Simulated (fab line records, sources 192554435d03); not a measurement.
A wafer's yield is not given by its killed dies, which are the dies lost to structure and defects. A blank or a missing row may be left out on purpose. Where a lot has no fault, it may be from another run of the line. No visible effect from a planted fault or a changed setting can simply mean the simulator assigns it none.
Matching of chambers || flow n5_finfet || N5_BEOL_M3_ETCH_74 on rie_diel-02: 4 sister chambers
The step etches underlayer in N2/H2, target depth 6.5 nm, time 5.2 s. 14 wafers are shown with their chamber, then 7 later ones without.

## EACH WAFER AND ITS CHAMBER
{"wafer": "L079.1", "chamber": 0, "drypump_motor_current_A (A)": 5.5, "showerhead_plenum_p_Torr (Torr)": 2.62, "oes_product_au (a.u.)": 0.80}
{"wafer": "L079.2", "chamber": 3, "drypump_motor_current_A (A)": 6.3, "showerhead_plenum_p_Torr (Torr)": 2.56, "oes_product_au (a.u.)": 0.65}
{"wafer": "L079.6", "chamber": 1, "drypump_motor_current_A (A)": 5.5, "showerhead_plenum_p_Torr (Torr)": 2.67, "oes_product_au (a.u.)": 0.68}
{"wafer": "L082.1", "chamber": 2, "drypump_motor_current_A (A)": 5.9, "showerhead_plenum_p_Torr (Torr)": 2.41, "oes_product_au (a.u.)": 0.62}
{"wafer": "L082.2", "chamber": 0, "drypump_motor_current_A (A)": 5.5, "showerhead_plenum_p_Torr (Torr)": 2.61, "oes_product_au (a.u.)": 0.78}
{"wafer": "L082.3", "chamber": 1, "drypump_motor_current_A (A)": 5.5, "showerhead_plenum_p_Torr (Torr)": 2.67, "oes_product_au (a.u.)": 0.68}
{"wafer": "L082.4", "chamber": 3, "drypump_motor_current_A (A)": 6.3, "showerhead_plenum_p_Torr (Torr)": 2.55, "oes_product_au (a.u.)": 0.63}
{"wafer": "L082.5", "chamber": 1, "drypump_motor_current_A (A)": 5.5, "showerhead_plenum_p_Torr (Torr)": 2.67, "oes_product_au (a.u.)": 0.68}
{"wafer": "L082.6", "chamber": 2, "drypump_motor_current_A (A)": 5.9, "showerhead_plenum_p_Torr (Torr)": 2.41, "oes_product_au (a.u.)": 0.62}
{"wafer": "L083.2", "chamber": 2, "drypump_motor_current_A (A)": 5.9, "showerhead_plenum_p_Torr (Torr)": 2.41, "oes_product_au (a.u.)": 0.62}
{"wafer": "L083.3", "chamber": 0, "drypump_motor_current_A (A)": 5.5, "showerhead_plenum_p_Torr (Torr)": 2.61, "oes_product_au (a.u.)": 0.79}
{"wafer": "L083.4", "chamber": 1, "drypump_motor_current_A (A)": 5.5, "showerhead_plenum_p_Torr (Torr)": 2.67, "oes_product_au (a.u.)": 0.69}
{"wafer": "L085.4", "chamber": 2, "drypump_motor_current_A (A)": 5.8, "showerhead_plenum_p_Torr (Torr)": 2.41, "oes_product_au (a.u.)": 0.61}
{"wafer": "L085.5", "chamber": 1, "drypump_motor_current_A (A)": 5.5, "showerhead_plenum_p_Torr (Torr)": 2.66, "oes_product_au (a.u.)": 0.68}

SIGNATURES, as means of the wafers listed above
{"reading": "drypump_motor_current_A", "chamber 0": 5.500, "chamber 1": 5.500, "chamber 2": 5.875, "chamber 3": 6.300, "scatter within a chamber": 0.0274}
{"reading": "showerhead_plenum_p_Torr", "chamber 0": 2.6133, "chamber 1": 2.6680, "chamber 2": 2.4100, "chamber 3": 2.5550, "scatter within a chamber": 0.00443}
{"reading": "oes_product_au", "chamber 0": 0.7900, "chamber 1": 0.6820, "chamber 2": 0.6175, "chamber 3": 0.6400, "scatter within a chamber": 0.00745}
Rule: for each reading, subtract the chamber's mean from the wafer's reading, divide by that reading's scatter and square the result; add these up over the readings and take the root, which gives the wafer's distance from the chamber. If the next closest chamber is less than 2 further off than the closest, the wafer can't be placed; otherwise it belongs to the closest. The scatter is the square root of a quotient: the sum, over the shown wafers, of each reading's squared deviation from its chamber's mean, divided by wafers minus chambers.

## WAFERS MISSING THEIR CHAMBER
{"wafer": "L085.6", "drypump_motor_current_A (A)": 5.5, "showerhead_plenum_p_Torr (Torr)": 2.61, "oes_product_au (a.u.)": 0.79}
{"wafer": "L097.1", "drypump_motor_current_A (A)": 5.5, "showerhead_plenum_p_Torr (Torr)": 2.60, "oes_product_au (a.u.)": 0.76}
{"wafer": "L097.2", "drypump_motor_current_A (A)": 5.8, "showerhead_plenum_p_Torr (Torr)": 2.40, "oes_product_au (a.u.)": 0.60}
{"wafer": "L097.3", "drypump_motor_current_A (A)": 5.5, "showerhead_plenum_p_Torr (Torr)": 2.66, "oes_product_au (a.u.)": 0.67}
{"wafer": "L097.4", "drypump_motor_current_A (A)": 6.3, "showerhead_plenum_p_Torr (Torr)": 2.54, "oes_product_au (a.u.)": 0.62}
{"wafer": "L097.5", "drypump_motor_current_A (A)": 6.3, "showerhead_plenum_p_Torr (Torr)": 2.54, "oes_product_au (a.u.)": 0.62}
{"wafer": "L097.6", "drypump_motor_current_A (A)": 5.5, "showerhead_plenum_p_Torr (Torr)": 2.60, "oes_product_au (a.u.)": 0.77}

## EACH ONE'S CHAMBER
{"wafer": "L085.6", "from the rows above": 0, "in truth": 0}
{"wafer": "L097.1", "from the rows above": 0, "in truth": 0}
{"wafer": "L097.2", "from the rows above": 2, "in truth": 2}
{"wafer": "L097.3", "from the rows above": 1, "in truth": 1}
{"wafer": "L097.4", "from the rows above": 3, "in truth": 3}
{"wafer": "L097.5", "from the rows above": 3, "in truth": 3}
{"wafer": "L097.6", "from the rows above": 0, "in truth": 0}
Correct placement for 7 of the 7. From these rows, 0 cannot be placed. Placed wrongly: 0.
